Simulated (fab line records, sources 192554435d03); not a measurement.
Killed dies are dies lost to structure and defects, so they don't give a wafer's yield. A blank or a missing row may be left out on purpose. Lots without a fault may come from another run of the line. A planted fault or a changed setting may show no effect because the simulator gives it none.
A struck lot beside a sound one | flow n5_finfet | 17 steps out of a route of 1938
Sound: wafers L299.2, L299.3, L299.6. Struck: wafers L305.3, L305.4, L305.5. The cause comes at the end.
At each step with rows: each side's tool, then ch and its chambers, then its first start. Under that, the readings that differ: sound wafers | struck wafers | difference of the means | sigmas: that difference in standard deviations of wafers without a fault.
alike: readings whose means differ by less than 2 such deviations, and words and numbers that are the same on both sides. not compared: withheld readings, readings that some wafer has no value for, bounds like >300 that may hide the same value, and numbers for which the record gives no deviation and whose values overlap.
The two part at a step that has a row with sigmas, a row that says differs or no value, or rows on one side only. Numbers that don't overlap but have no deviation are shown without sigmas and don't part them. A reading that every wafer of one side lacks parts them only if that side has two wafers or more.

first, 5 steps without rows for these wafers: N5_SD_EPI_P_SRD_49 (time 30 s); N5_SD_EPI_P_PRECLEAN_24 (cleans in O3/DIW, time 45 s); N5_SD_EPI_P_PRECLEAN_32 (cleans in dHF, time 10 s); N5_SD_EPI_P_PRECLEAN_33 (cleans in SC2, time 45 s); N5_SD_EPI_P_SRD_25 (time 30 s).
N5_SD_EPI_P_INSPECT_26: inspects for defects (darkfield).
  sound on defect_inspect-02, day 6 05:11; struck on defect_inspect-01, day 7 15:14
  alike: raw_defect_count
N5_SD_ACTIVATION_RTA_00: time 0 s.
  sound on rtp_anneal-01 ch 0, day 6 05:26; struck on rtp_anneal-02 ch 0, day 7 15:19
  alike: lamp_power_pct, lamp_zone_2_pct, wafer_temp_C_max
N5_SD_ACTIVATION_LSA_01: time 0.0008 s.
  sound on laser_anneal-02 ch 0, day 6 05:38; struck on laser_anneal-02 ch 0, day 7 15:32
  alike: wafer_temp_C_max
N5_SD_ACTIVATION_RS_MEAS_03: measures by four-point-probe.
  sound on film_metro-01, day 6 05:49; struck on film_metro-02, day 7 15:43
  alike: RS_SD_N, RS_SD_P
N5_SD_ACTIVATION_INSPECT_02: inspects for defects (darkfield).
  sound on defect_inspect-02, day 6 06:08; struck on defect_inspect-01, day 7 15:59
  alike: raw_defect_count
N5_ILD0_LINER_00: material SiNx, target thk 4 nm, pulse time 1 s, purge time 2 s.
  sound on ald_sin-04 ch 1,2,3, day 6 06:10; struck on ald_sin-01 ch 0,1,3, day 7 16:03
  alike: heater_power_w, precursor_pulse_height_rel
N5_ILD0_FCVD_FILL_01: material SiO2 flowable, target thk 200 nm, time 328.3 s.
  sound on fcvd-02 ch 0,1, day 6 06:35; struck on fcvd-01 ch 0,1, day 7 17:08
  alike: rf_fwd_power_W
then, 1 step without rows for these wafers: N5_ILD0_CURE_02 (time 1800 s).
N5_ILD0_CMP_03: polishes, stops on SiNx, t overpolish 1.9 s, target thk 197.38 nm.
  sound on cmp-04 ch 2,3, day 6 08:32; struck on cmp-04 ch 1,3, day 7 18:58
  reading                | sound    | struck      | difference | sigmas
  time_to_endpoint_s (s) | 66 65 65 | 127 130 126 | +62        | +16
  alike: motor_current_A, overpolish_run_s, slurry_flow_ml_min
  not compared: model.SiO2_flowable_of_ILD0_FCVD_FILL_01.thk_nm
N5_ILD0_THK_MEAS_04:
  sound on film_metro-02, day 6 08:50; struck on film_metro-01, day 7 19:16
  alike: thk_nm
-- the record jumps here: 6 days lie between the struck wafers' starts before and after (it left off in module ILD0 and takes up again in module BEOL_M4, whose first step shown is number 1111 of the route) --
N5_BEOL_M4_RC_MEAS_101:
  sound on prober-01 ch 0, day 10 14:39; struck on prober-02 ch 0, day 13 07:22
  reading       | sound          | struck         | difference | sigmas
  DIBL_P (mV/V) | 35.9 33.7 33.6 | 39.1 42.4 37.4 | +5.2       | +2
  alike: DIBL_N, IOFF_N, IOFF_P, ION_N, ION_P, SS_N, SS_P, VT_N, VT_P
-- the record jumps here: 4 days lie between the struck wafers' starts before and after (it left off in module BEOL_M4 and takes up again in module PASSIVATION, whose first step shown is number 1936 of the route) --
N5_PASSIVATION_PROBE_49:
  the record has rows for the struck wafers here (prober-01, day 16 19:53) and none for the sound ones

WHERE THEY PART
First at N5_ILD0_CMP_03; last, within this record, at N5_PASSIVATION_PROBE_49.

WHY: what the simulator had put in
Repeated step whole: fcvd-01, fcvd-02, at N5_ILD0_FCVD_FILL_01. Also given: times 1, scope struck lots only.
